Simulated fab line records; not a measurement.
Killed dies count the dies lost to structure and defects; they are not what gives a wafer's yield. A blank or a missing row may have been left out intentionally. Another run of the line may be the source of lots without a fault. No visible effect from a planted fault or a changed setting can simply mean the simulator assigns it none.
fab line records | flow n5_finfet
record: lots: 8 | wafers: 24 | last_day: 19
route steps=1938 shown SD_EPI_P@311 ILD0@335 BEOL_M4@1111 PASSIVATION@1936
lots untouched by any fault: they come from a run of this same line in which no faults occurred
start_h: hours from the record's first day to the start of the lot's first wafer shown | wait_h: hours elapsed since this lot's preceding step | " as in the row above | L1.1+2: one row covering several wafers at once | - no value, or no start given | * or withheld: withheld | < > ~ a bound
route shown NAME@n: NAME is a module with steps in the file, n the number in the route of the first one | usual: mean/standard deviation of fault-free wafers | same: alike in all rows | chamber/n: place in a boat | sites: each site's reading | _std_site: standard deviation of those values | _edge_site: the outer-site mean with the inner-site mean subtracted | radius_mm: for every site, how far away it sits from the centre of the wafer | mask NAME#n: copy n | behind: the tool/chamber that last shaped the wafer | hold: what put the lot on hold/how long, in hours/how the hold closed | device: the n, p or np transistor that did not switch | end of line: tests of these same wafers at the route's end | step lacking rows: just its recipe | killed: not the wafer's yield, but the dies lost to structure and defects at the first sort | map: per-die view of a wafer (x killed, . not killed, _ where there is no die)
set.NAME: setting as actually run; set.NAME@STEP: the setting as run at that earlier step | model.NAME: the simulator's own value behind a step, which no gauge read
a sample of lots followed through the steps of the route, with each step as a table and each wafer as a row
services: the hour from which a tool's chamber was out of use, counted from the record's first day as start_h (under 0 if before that day), plus the number of hours and why
== steps ==
step: N5_SD_EPI_P_ETCH_47
recipe: chemistry: CH3F/O2 | target: SiOCN | target_depth_a: 250 | mask_material: SOC | ion_energy_ev: 60 | bias_w: 29 | pressure_mtorr: 30 | source_w: 410 | Ar_flow_sccm: 150 | CH3F_flow_sccm: 30 | O2_flow_sccm: 20
usual: CH3F_flow_sccm: 30.01/0.093 | drypump_motor_current_A: 5.80/0.27 | oes_product_au: 0.80/0.1 | rf_vpp_V: 127.4/1.9 | showerhead_plenum_p_Torr: 2.02/0.058 | throttle_valve_pct: 16.35/0.28
lot.wafer | tool        | chamber | start_h | wait_h | CH3F_flow_sccm | drypump_motor_current_A | oes_product_au | rf_hours_counter_h | rf_vpp_V | showerhead_plenum_p_Torr | throttle_valve_pct
L523.1    | rie_diel-01 | 3       | 90.39   | 0.1    | 30.03          | 5.56                    | 0.74           | 160                | 126.4    | 2.00                     | 16.14
L523.3    | "           | 0       | "       | "      | 30.18          | 5.65                    | 0.97           | 13                 | 126.0    | 2.04                     | 15.91
L523.6    | "           | 1       | "       | "      | 29.90          | 6.24                    | 0.75           | -                  | 126.7    | 2.09                     | 16.76
L530.4    | rie_diel-06 | 2       | 131.89  | 0.1    | 29.98          | 6.00                    | 0.75           | 155                | 124.6    | 2.00                     | 16.30
L530.5    | "           | 0       | "       | "      | 30.03          | 5.88                    | 0.95           | -                  | 126.9    | 1.97                     | 16.09
L530.6    | "           | 3       | "       | "      | 29.93          | 5.85                    | 0.68           | -                  | 127.3    | 1.96                     | 16.88
L533.1    | rie_diel-01 | 2       | 154.15  | 0.1    | 29.85          | 5.64                    | 0.94           | 27                 | 129.8    | 1.95                     | 16.17
L533.4    | "           | 3       | "       | "      | 30.07          | 5.55                    | 0.71           | 183                | 127.9    | 1.99                     | 16.19
L533.6    | "           | 3       | "       | "      | 29.91          | 5.55                    | 0.72           | -                  | 126.7    | 1.99                     | 16.19
L534.2    | rie_diel-01 | 1       | 156.97  | 0.1    | 30.02          | 6.28                    | 0.74           | 172                | 127.0    | 2.08                     | 16.78
L534.3    | "           | 3       | "       | "      | 30.01          | 5.56                    | 0.72           | 183                | 127.8    | 1.99                     | 16.19
L534.6    | "           | 2       | "       | "      | 30.02          | 5.61                    | 0.94           | -                  | 129.4    | 1.95                     | 16.17
L536.2    | rie_diel-01 | 0       | 170.74  | 0.1    | 29.93          | 5.67                    | 0.90           | 39                 | 125.4    | 2.03                     | 15.98
L536.3    | "           | 2       | "       | "      | 30.04          | 5.62                    | 0.93           | 32                 | 129.2    | 1.95                     | 16.19
L536.4    | "           | 1       | "       | "      | 29.97          | 6.20                    | 0.73           | 176                | 126.8    | 2.08                     | 16.78
L538.1    | rie_diel-01 | 3       | 179.34  | 0.1    | 29.97          | 5.56                    | 0.72           | 191                | 126.4    | 1.99                     | 16.19
L538.4    | "           | 0       | "       | "      | 30.00          | 5.68                    | 0.90           | -                  | 125.8    | 2.03                     | 15.96
L538.5    | "           | 3       | "       | "      | 29.97          | 5.55                    | 0.71           | -                  | 127.5    | 1.99                     | 16.21
L539.1    | rie_diel-01 | 3       | 187.02  | 0.1    | 29.96          | 5.58                    | 0.71           | 193                | 126.2    | 1.99                     | 16.22
L539.2    | "           | 2       | "       | "      | 30.01          | 5.61                    | 0.92           | 35                 | 129.2    | 1.95                     | 16.18
L539.4    | "           | 1       | "       | "      | 30.12          | 6.23                    | 0.73           | 182                | 126.0    | 2.08                     | 16.80
L540.3    | rie_diel-01 | 0       | 192.13  | 0.1    | 30.04          | 5.65                    | 0.89           | 46                 | 124.6    | 2.03                     | 15.99
L540.4    | "           | 3       | "       | "      | 30.04          | 5.56                    | 0.71           | 194                | 126.3    | 1.99                     | 16.20
L540.5    | "           | 3       | "       | "      | 30.16          | 5.54                    | 0.71           | -                  | 127.6    | 1.99                     | 16.22
step: N5_SD_EPI_P_ETCH_16
recipe: chemistry: CHF3/O2 | target: SiO2 | target_depth_a: 50 | mask_material: SOC | pressure_mtorr: 30 | source_w: 650 | bias_w: 170 | Ar_flow_sccm: 200 | CHF3_flow_sccm: 50 | O2_flow_sccm: 5 | ion_energy_ev: 200
usual: drypump_motor_current_A: 5.80/0.27 | oes_product_au: 0.80/0.1 | rf_vpp_V: 523/7.4 | showerhead_plenum_p_Torr: 2.43/0.069 | throttle_valve_pct: 18.92/0.28
lot.wafer | tool        | chamber | start_h | wait_h | drypump_motor_current_A | oes_product_au | rf_hours_counter_h | rf_vpp_V | showerhead_plenum_p_Torr | throttle_valve_pct
L523.1    | rie_diel-01 | 3       | 90.49   | 0.1    | 5.57                    | 0.74           | 160                | 519      | 2.41                     | 18.69
L523.3    | "           | 0       | "       | "      | 5.65                    | 0.96           | 13                 | 517      | 2.46                     | 18.54
L523.6    | "           | 1       | "       | "      | 6.27                    | 0.76           | -                  | 521      | 2.51                     | 19.34
L530.4    | rie_diel-06 | 2       | 131.99  | 0.1    | 6.01                    | 0.74           | 155                | 509      | 2.40                     | 18.85
L530.5    | "           | 0       | "       | "      | 5.85                    | 0.94           | -                  | 521      | 2.37                     | 18.70
L530.6    | "           | 3       | "       | "      | 5.87                    | 0.68           | -                  | 519      | 2.36                     | 19.40
L533.1    | rie_diel-01 | 2       | 154.25  | 0.1    | 5.61                    | 0.94           | 27                 | 532      | 2.35                     | 18.76
L533.4    | "           | 3       | "       | "      | 5.55                    | 0.72           | 183                | 520      | 2.40                     | 18.73
L533.6    | "           | 3       | "       | "      | 5.55                    | 0.71           | -                  | 522      | 2.40                     | 18.74
L534.2    | rie_diel-01 | 1       | 157.07  | 0.1    | 6.25                    | 0.74           | 172                | 520      | 2.50                     | 19.37
L534.3    | "           | 3       | "       | "      | 5.58                    | 0.72           | 183                | 521      | 2.40                     | 18.74
L534.6    | "           | 2       | "       | "      | 5.61                    | 0.93           | -                  | 532      | 2.35                     | 18.76
L536.2    | rie_diel-01 | 0       | 170.84  | 0.1    | 5.66                    | 0.90           | 39                 | 518      | 2.45                     | 18.58
L536.3    | "           | 2       | "       | "      | 5.62                    | 0.92           | 32                 | 530      | 2.35                     | 18.77
L536.4    | "           | 1       | "       | "      | 6.18                    | 0.73           | 176                | 522      | 2.50                     | 19.41
L538.1    | rie_diel-01 | 3       | 179.44  | 0.1    | 5.58                    | 0.71           | 191                | 521      | 2.40                     | 18.74
L538.4    | "           | 0       | "       | "      | 5.67                    | 0.90           | -                  | 517      | 2.45                     | 18.58
L538.5    | "           | 3       | "       | "      | 5.56                    | 0.71           | -                  | 521      | 2.40                     | 18.75
L539.1    | rie_diel-01 | 3       | 187.12  | 0.1    | 5.53                    | 0.70           | 193                | 520      | 2.40                     | 18.75
L539.2    | "           | 2       | "       | "      | 5.62                    | 0.91           | 35                 | 532      | 2.35                     | 18.76
L539.4    | "           | 1       | "       | "      | 6.20                    | 0.73           | 182                | 522      | 2.50                     | 19.42
L540.3    | rie_diel-01 | 0       | 192.23  | 0.1    | 5.68                    | 0.89           | 46                 | 516      | 2.45                     | 18.59
L540.4    | "           | 3       | "       | "      | 5.58                    | 0.71           | 194                | 520      | 2.40                     | 18.75
L540.5    | "           | 3       | "       | "      | 5.56                    | 0.71           | -                  | 520      | 2.40                     | 18.74
step: N5_SD_EPI_P_SD_RECESS_17
recipe: chemistry: HBr/Cl2/O2 | target_depth_a: 391 | bt_time_s: 3 | pressure_mtorr: 10 | icp_w: 800 | bias_w: 112 | HBr_flow_sccm: 150 | Cl2_flow_sccm: 80 | O2_flow_sccm: 12
usual: drypump_motor_current_A: 5.5/0.4 | oes_product_au: 0.999/0.017 | throttle_valve_pct: 37.15/0.23
lot.wafer | tool      | chamber | start_h | wait_h | drypump_motor_current_A | oes_product_au | rf_hours_counter_h | throttle_valve_pct
L523.1    | rie_si-01 | 1       | 90.56   | 0.0    | 6.0                     | 1.008          | 139                | 36.90
L523.3    | "         | 0       | "       | "      | 5.2                     | 0.989          | 20                 | 37.08
L523.6    | "         | 0       | "       | "      | 5.1                     | 0.995          | -                  | 37.08
L530.4    | rie_si-02 | 2       | 132.06  | 0.0    | 6.0                     | 1.007          | 106                | 37.60
L530.5    | "         | 2       | "       | "      | 6.0                     | 1.013          | -                  | 37.59
L530.6    | "         | 3       | "       | "      | 5.1                     | 1.004          | -                  | 36.88
L533.1    | rie_si-04 | 2       | 154.32  | 0.0    | 5.2                     | 1.011          | 10                 | 37.16
L533.4    | "         | 0       | "       | "      | 4.7                     | 0.968          | 163                | 37.27
L533.6    | "         | 3       | "       | "      | 5.7                     | 1.011          | -                  | 37.39
L534.2    | rie_si-04 | 3       | 157.14  | 0.0    | 5.7                     | 1.014          | 81                 | 37.40
L534.3    | "         | 1       | "       | "      | 6.1                     | 0.983          | 191                | 36.87
L534.6    | "         | 2       | "       | "      | 5.2                     | 1.004          | -                  | 37.18
L536.2    | rie_si-02 | 0       | 170.91  | 0.0    | 5.2                     | 1.003          | 98                 | 36.99
L536.3    | "         | 1       | "       | "      | 5.6                     | 1.021          | 153                | 37.39
L536.4    | "         | 2       | "       | "      | 6.0                     | 1.009          | 106                | 37.59
L538.1    | rie_si-01 | 3       | 179.51  | 0.0    | 5.8                     | 1.017          | 117                | 37.39
L538.4    | "         | 2       | "       | "      | 5.3                     | 0.972          | 90                 | 36.96
L538.5    | "         | 1       | "       | "      | 6.0                     | 1.004          | -                  | 36.89
L539.1    | rie_si-01 | 2       | 187.19  | 0.0    | 5.2                     | 0.967          | 90                 | 36.96
L539.2    | "         | 1       | "       | "      | 5.9                     | 1.028          | 141                | 36.89
L539.4    | "         | 0       | "       | "      | 5.2                     | 0.985          | 22                 | 37.09
L540.3    | rie_si-04 | 3       | 192.30  | 0.0    | 5.7                     | 1.010          | 82                 | 37.39
L540.4    | "         | 3       | "       | "      | 5.7                     | 1.020          | -                  | 37.39
L540.5    | "         | 2       | "       | "      | 5.2                     | 1.001          | -                  | 37.17
step: N5_SD_EPI_P_INSPECT_26
recipe: inspect_instrument: darkfield | mode: post_epi
usual: raw_defect_count: 186/37
lot.wafer | tool              | chamber | start_h | wait_h | raw_defect_count
L523.1    | defect_inspect-01 | -       | 93.60   | 0.0    | 153
L523.3    | "                 | -       | "       | "      | 194
L523.6    | "                 | -       | "       | "      | 626
L530.4    | defect_inspect-01 | -       | 135.96  | 0.0    | 205
L530.5    | "                 | -       | "       | "      | 218
L530.6    | "                 | -       | "       | "      | 207
L533.1    | defect_inspect-01 | -       | 158.19  | 0.0    | 149
L533.4    | "                 | -       | "       | "      | 168
L533.6    | "                 | -       | "       | "      | 205
L534.2    | defect_inspect-01 | -       | 160.29  | 0.0    | 174
L534.3    | "                 | -       | "       | "      | 203
L534.6    | "                 | -       | "       | "      | 142
L536.2    | defect_inspect-01 | -       | 173.95  | 0.0    | 173
L536.3    | "                 | -       | "       | "      | 156
L536.4    | "                 | -       | "       | "      | 164
L538.1    | defect_inspect-01 | -       | 182.55  | 0.0    | 195
L538.4    | "                 | -       | "       | "      | 265
L538.5    | "                 | -       | "       | "      | 179
L539.1    | defect_inspect-01 | -       | 191.06  | 0.0    | 218
L539.2    | "                 | -       | "       | "      | 251
L539.4    | "                 | -       | "       | "      | 252
L540.3    | defect_inspect-02 | -       | 195.35  | 0.0    | 213
L540.4    | "                 | -       | "       | "      | 197
L540.5    | "                 | -       | "       | "      | 175
step: N5_ILD0_LINER_00
recipe: material: SiNx | target_thk_a: 40 | temp_c: 400 | ald_precursor_family: SiH2I2 | ald_co_reactant: N2/H2-plasma | pulse_time_s: 1 | purge_time_s: 2 | co_reactant_purge_time_s: 2 | ald_cycles: 80 | pressure_torr: 2
usual: heater_power_w: 888/63 | precursor_pulse_height_rel: 1.001/0.019
same: pulse_time_s: 1
lot.wafer | tool       | chamber | start_h | wait_h | heater_power_w | precursor_pulse_height_rel
L523.1    | ald_sin-01 | 2       | 94.92   | 0.6    | 809            | 0.980
L523.3    | "          | 1       | "       | "      | 840            | 1.013
L523.6    | "          | 1       | "       | "      | 878            | 0.999
L530.4    | ald_sin-04 | 0       | 137.04  | 0.1    | 929            | 1.004
L530.5    | "          | 1       | "       | "      | 869            | 0.991
L530.6    | "          | 0       | "       | "      | 917            | 0.989
L533.1    | ald_sin-03 | 1       | 158.98  | 0.0    | 888            | 1.017
L533.4    | "          | 3       | "       | "      | 885            | 1.024
L533.6    | "          | 0       | "       | "      | 911            | 1.000
L534.2    | ald_sin-03 | 0       | 161.08  | 0.0    | 914            | 1.025
L534.3    | "          | 2       | "       | "      | 949            | 0.998
L534.6    | "          | 0       | "       | "      | 899            | 1.013
L536.2    | ald_sin-03 | 0       | 174.75  | 0.0    | 907            | 0.997
L536.3    | "          | 2       | "       | "      | 913            | 1.002
L536.4    | "          | 1       | "       | "      | 883            | 1.003
L538.1    | ald_sin-04 | 2       | 183.37  | 0.1    | 947            | 1.015
L538.4    | "          | 0       | "       | "      | 921            | 0.976
L538.5    | "          | 0       | "       | "      | 918            | 1.015
L539.1    | ald_sin-01 | 2       | 191.85  | 0.0    | 799            | 1.008
L539.2    | "          | 0       | "       | "      | 788            | 0.988
L539.4    | "          | 3       | "       | "      | 775            | 1.028
L540.3    | ald_sin-01 | 2       | 196.26  | 0.0    | 814            | 0.986
L540.4    | "          | 3       | "       | "      | 744            | 1.004
L540.5    | "          | 1       | "       | "      | 877            | 0.988
step: N5_BEOL_M4_RC_MEAS_101
usual: DIBL_N: 35.3/1.8 | DIBL_P: 35.2/2.2 | IOFF_N: 0.144/0.029 | IOFF_P: 0.19/0.031 | ION_N: 670/12 | ION_P: 460/7.6 | SS_N: 71.2/0.62 | SS_P: 73.0/0.69 | VT_N: 251/3.4 | VT_P: -251.4/2.6
lot.wafer | tool      | chamber | start_h | wait_h | DIBL_N[mV/V] | DIBL_P[mV/V] | IOFF_N[nA/um] | IOFF_P[nA/um] | ION_N[uA/um] | ION_P[uA/um] | SS_N[mV/dec] | SS_P[mV/dec] | VT_N[mV] | VT_P[mV]
L523.1    | prober-01 | 0       | 236.78  | 0.0    | 36.7         | 36.9         | 0.172         | 0.21          | 675          | 459          | 72.3         | 73.8         | 249      | -252.4
L523.3    | "         | 0       | "       | "      | 29.2         | 27.8         | 0.072         | 0.10          | 628          | 436          | 69.8         | 72.0         | 263      | -260.2
L523.6    | "         | 0       | "       | "      | 34.0         | 34.2         | 0.124         | 0.16          | 651          | 449          | 71.8         | 73.0         | 255      | -253.9
L530.4    | prober-01 | 0       | 247.36  | 0.5    | 34.3         | 33.8         | 0.124         | 0.18          | 679          | 469          | 71.9         | 72.3         | 254      | -251.6
L530.5    | "         | 0       | "       | "      | 36.0         | 36.2         | 0.150         | 0.21          | 687          | 471          | 72.0         | 72.4         | 249      | -249.7
L530.6    | "         | 0       | "       | "      | 36.5         | 36.8         | 0.172         | 0.24          | 688          | 470          | 71.8         | 73.6         | 247      | -248.1
L534.2    | prober-01 | 0       | 281.12  | 0.2    | 35.2         | 37.0         | 0.166         | 0.22          | 679          | 457          | 72.0         | 74.0         | 247      | -252.0
L534.3    | "         | 0       | "       | "      | 33.5         | 35.2         | 0.137         | 0.18          | 678          | 461          | 70.9         | 72.5         | 252      | -254.6
L534.6    | "         | 0       | "       | "      | 33.7         | 36.4         | 0.148         | 0.20          | 678          | 467          | 70.8         | 73.4         | 249      | -253.4
L533.1    | prober-02 | 0       | 315.18  | 0.0    | 35.6         | 36.8         | 0.138         | 0.20          | 676          | 467          | 71.4         | 73.2         | 252      | -252.4
L533.4    | "         | 0       | "       | "      | 34.3         | 33.9         | 0.111         | 0.16          | 669          | 466          | 71.0         | 72.4         | 255      | -254.0
L533.6    | "         | 0       | "       | "      | 36.8         | 37.6         | 0.154         | 0.21          | 672          | 458          | 71.3         | 73.4         | 252      | -252.4
L536.2    | prober-01 | 0       | 315.85  | 0.5    | 35.2         | 35.2         | 0.151         | 0.20          | 655          | 453          | 72.2         | 73.2         | 251      | -252.5
L536.3    | "         | 0       | "       | "      | 36.2         | 36.5         | 0.167         | 0.22          | 669          | 463          | 72.6         | 73.1         | 248      | -248.8
L536.4    | "         | 0       | "       | "      | 37.1         | 38.4         | 0.194         | 0.26          | 677          | 463          | 71.3         | 73.8         | 246      | -247.0
L538.1    | prober-02 | 0       | 318.38  | 0.0    | 38.2         | 38.3         | 0.193         | 0.24          | 678          | 463          | 72.3         | 73.8         | 246      | -248.2
L538.4    | "         | 0       | "       | "      | 36.5         | 36.2         | 0.149         | 0.22          | 677          | 461          | 71.6         | 72.4         | 252      | -249.9
L538.5    | "         | 0       | "       | "      | 33.5         | 32.3         | 0.112         | 0.16          | 671          | 467          | 71.1         | 71.8         | 251      | -253.5
L539.1    | prober-01 | 0       | 324.31  | 0.0    | 35.8         | 35.3         | 0.138         | 0.20          | 668          | 456          | 71.2         | 73.1         | 250      | -249.3
L539.2    | "         | 0       | "       | "      | 37.0         | 37.5         | 0.159         | 0.23          | 661          | 460          | 71.6         | 72.8         | 250      | -248.0
L539.4    | "         | 0       | "       | "      | 33.9         | 33.2         | 0.114         | 0.16          | 651          | 450          | 70.2         | 72.4         | 254      | -253.4
L540.3    | prober-01 | 0       | 341.91  | 0.3    | 35.6         | 34.8         | 0.137         | 0.18          | 667          | 456          | 71.4         | 73.4         | 254      | -254.8
L540.4    | "         | 0       | "       | "      | 40.4         | 40.9         | 0.234         | 0.28          | 680          | 461          | 73.2         | 74.8         | 244      | -247.3
L540.5    | "         | 0       | "       | "      | 37.9         | 37.7         | 0.171         | 0.23          | 670          | 460          | 72.4         | 74.4         | 247      | -250.3
step: N5_PASSIVATION_PROBE_49
usual: defect_limited_yield: 91.0/1.4 | killed_at_M0_to_M3: 36/10 | killed_at_M4_up: 15/5 | killed_at_contacts: 12/6.1 | killed_at_front_end: 40/13 | killed_at_other: 3.8/2.9 | killed_dies: 106/16 | killed_open: 68/12 | killed_short: 35/8.2 | sort_bin_5_function: 5.2/0.9 | sort_bin_6_memory: 3.4/0.71 | sort_bin_8_speed: 0.0/0.46 | sort_n_pass: 1073/17 | sort_yield_pct: 91.0/1.5
same: gross_dies: 1180 | killed_at_back_side: 0 | sort_bin_4_leakage[%]: 0
lot.wafer | tool      | chamber | start_h | wait_h | defect_limited_yield[%] | killed_at_M0_to_M3 | killed_at_M4_up | killed_at_contacts | killed_at_front_end | killed_at_other | killed_dies | killed_open | killed_short | sort_bin_5_function[%] | sort_bin_6_memory[%] | sort_bin_8_speed[%] | sort_n_pass | sort_yield_pct[%]
L523.1    | prober-01 | -       | 375.68  | 0.2    | 90.3                    | 35                 | 16              | 4                  | 53                  | 7               | 115         | 70          | 39           | 5.2                    | 4.0                  | 0                   | 1065        | 90.3
L523.3    | prober-01 | -       | 375.78  | 0.3    | 90.3                    | 51                 | 21              | 10                 | 23                  | 9               | 114         | 80          | 32           | 5.7                    | 3.6                  | 5.5                 | 1001        | 84.8
L523.6    | prober-01 | -       | 375.93  | 0.5    | 80.0                    | 44                 | 23              | 3                  | 163                 | 3               | 236         | 71          | 50           | 12.4                   | 5.6                  | 0                   | 944         | 80.0
L530.4    | prober-01 | -       | 377.64  | 0.9    | 91.2                    | 35                 | 14              | 8                  | 41                  | 6               | 104         | 68          | 34           | 5.1                    | 3.6                  | 0                   | 1076        | 91.2
L530.5    | prober-01 | -       | 377.69  | 0.9    | 91.9                    | 28                 | 12              | 15                 | 37                  | 4               | 96          | 68          | 27           | 4.9                    | 3.1                  | 0                   | 1084        | 91.9
L530.6    | prober-01 | -       | 377.74  | 1.0    | 91.8                    | 25                 | 17              | 4                  | 47                  | 4               | 97          | 66          | 29           | 4.9                    | 3.0                  | 0                   | 1083        | 91.8
killed by level:class
L523.1 STI_FIN_REVEAL:geometric_particle:open=19 BEOL_M0_SAQP:geometric_particle:open=9 BEOL_M4:geometric_particle:open=8 FIN_SAQP:geometric_particle:short=6 STI_FIN_REVEAL:geometric_particle:short=6 BEOL_M1:geometric_particle:open=5 BEOL_M2:geometric_particle:open=5 BEOL_M0_SAQP:geometric_particle:short=4
L523.3 BEOL_M2:geometric_particle:open=13 BEOL_M1:geometric_particle:open=11 MOL_CONTACT_COAG:geometric_particle:open=10 BEOL_M0_SAQP:geometric_particle:open=8 BEOL_M4:geometric_particle:open=8 FIN_SAQP:geometric_particle:open=6 STI_FIN_REVEAL:geometric_particle:open=6 BEOL_M0_SAQP:geometric_particle:short=6
L523.6 SD_EPI_P:unspecified=108 BEOL_M0_SAQP:geometric_particle:short=14 STI_FIN_REVEAL:geometric_particle:open=13 FIN_SAQP:geometric_particle:open=10 FIN_SAQP:geometric_particle:short=9 BEOL_M1:geometric_particle:open=8 BEOL_M2:geometric_particle:open=6 BEOL_M4:geometric_particle:open=6
L530.4 BEOL_M2:geometric_particle:open=12 BEOL_M3:geometric_particle:open=10 FIN_SAQP:geometric_particle:short=9 STI_FIN_REVEAL:geometric_particle:open=6 MOL_CONTACT_COAG:geometric_particle:open=6 FIN_SAQP:geometric_particle:open=5 BEOL_M0_SAQP:geometric_particle:short=5 BEOL_M4:geometric_particle:open=5
L530.5 DUMMY_GATE:geometric_particle:open=13 MOL_CONTACT_COAG:geometric_particle:open=12 BEOL_M2:geometric_particle:open=8 STI_FIN_REVEAL:geometric_particle:open=7 BEOL_M3:geometric_particle:open=7 STI_FIN_REVEAL:geometric_particle:short=5 BEOL_M1:geometric_particle:open=4 BEOL_M4:geometric_particle:open=4
L530.6 STI_FIN_REVEAL:geometric_particle:open=14 FIN_SAQP:geometric_particle:open=9 BEOL_M4:geometric_particle:open=7 DUMMY_GATE:geometric_particle:open=7 BEOL_M2:geometric_particle:open=6 FIN_SAQP:geometric_particle:short=4 SPACER0:geometric_particle:open=3 MOL_CONTACT_COAG:geometric_particle:open=3
== services ==
tool        | chamber | start_h | hours | kind
rie_diel-06 | 0       | 73.05   | 1.6   | repair
ald_sin-01  | 0       | 78.08   | 1.3   | repair
rie_si-02   | 1       | 78.18   | 1.2   | repair
rie_diel-01 | 1       | 80.56   | 2.8   | repair
ald_sin-03  | 2       | 83.42   | -     | calibration
ald_sin-03  | -       | 85.25   | 14.0  | pm
ald_sin-03  | 0       | 85.25   | 14.0  | vent_cycle
ald_sin-03  | 1       | 85.25   | 14.0  | vent_cycle
ald_sin-03  | 2       | 85.25   | 14.0  | vent_cycle
rie_diel-06 | 3       | 89.40   | 2.9   | repair
rie_diel-01 | 1       | 108.62  | 3.8   | repair
rie_diel-06 | 1       | 109.79  | 12.2  | repair
ald_sin-03  | -       | 110.50  | 6.0   | pm
ald_sin-03  | 0       | 123.41  | 7.3   | repair
rie_si-02   | -       | 133.52  | 0.8   | repair
rie_si-02   | 0       | 138.40  | 2.4   | repair
rie_si-01   | 0       | 140.91  | 2.1   | repair
rie_si-01   | -       | 155.36  | 2.8   | pm
ald_sin-04  | 2       | 159.43  | 13.7  | repair
rie_si-02   | 0       | 161.65  | 8.5   | repair
ald_sin-03  | -       | 170.87  | 0.7   | repair
rie_diel-01 | 2       | 175.04  | 8.4   | repair
ald_sin-01  | -       | 176.88  | 14.0  | pm
rie_diel-01 | 2       | 193.75  | 29.0  | repair
== key ==
first_sign: step: N5_SD_EPI_P_INSPECT_26 | reading: raw_defect_count | direction: up | sigmas: 12 | usual: 186 | struck: 626
effect: step: N5_PASSIVATION_PROBE_49 | reading: killed_at_front_end | direction: up | sigmas: 9.2 | usual: 40 | struck: 163
more_kills_born_at: N5_SD_EPI_P_ETCH_47@rie_diel-01: 108
met_at N5_SD_EPI_P_ETCH_47
struck_lots L523
struck_wafers L523.6
not_acting_at N5_SD_EPI_P_ETCH_16,N5_SD_EPI_P_SD_RECESS_17,N5_ILD0_LINER_00
fault: kind: chamber_particle_source | tool: rie_diel-01 | chamber: 1 | onset_h: 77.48 | steps: N5_SD_EPI_P_ETCH_47 | rate_per_visit_cm2: 0.70084 | end_h: 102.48
